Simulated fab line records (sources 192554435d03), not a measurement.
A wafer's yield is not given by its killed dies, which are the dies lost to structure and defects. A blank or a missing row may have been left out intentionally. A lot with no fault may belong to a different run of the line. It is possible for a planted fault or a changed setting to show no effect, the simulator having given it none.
Chamber matching    flow n5Finfet    3 sister chambers for N5_BEOL_M3_PECVD_72 on pecvd-02
The step deposits SiO2 from TEOS/O2, target thk 16 nm, time 18 s. 6 wafers are shown with their chamber, then 7 later ones without.

## EACH WAFER AND ITS CHAMBER
wafer   chamber  throttleValvePct (%)  heaterPowerW (W)
L083.3  2        21.2                  678
L083.5  0        23.7                  555
L085.4  2        21.5                  656
L085.5  1        22.4                  765
L089.1  1        22.2                  809
L089.2  0        23.8                  543

## WAFERS WHOSE CHAMBER IS MISSING
wafer   throttleValvePct (%)  heaterPowerW (W)
L089.3  21.1                  628
L088.1  23.8                  557
L088.4  22.7                  731
L088.6  23.8                  569
L097.1  21.4                  641
L097.2  22.4                  760
L097.3  24.1                  618

## WHICH CHAMBER EACH WENT THROUGH
wafer   from the rows above  in truth
L089.3  2                    2
L088.1  0                    0
L088.4  1                    1
L088.6  0                    0
L097.1  2                    2
L097.2  1                    1
L097.3  0                    0
Correct placement for 7 of the 7. Left unplaced by these rows: 0. Placed wrongly: 0.
How it was worked out, from the rows above alone: a wafer's distance from a chamber is the root of the sum, over the readings, of the square of ((its reading less the chamber's mean) divided by the reading's scatter). The wafer belongs to the nearest chamber; if the next one is less than 2 further off, it can't be placed. For every chamber, the mean is computed from those of its wafers that are shown. The scatter: take each reading less its chamber's mean, square it, sum over the shown wafers, divide by the number of wafers less the number of chambers, and take the root.
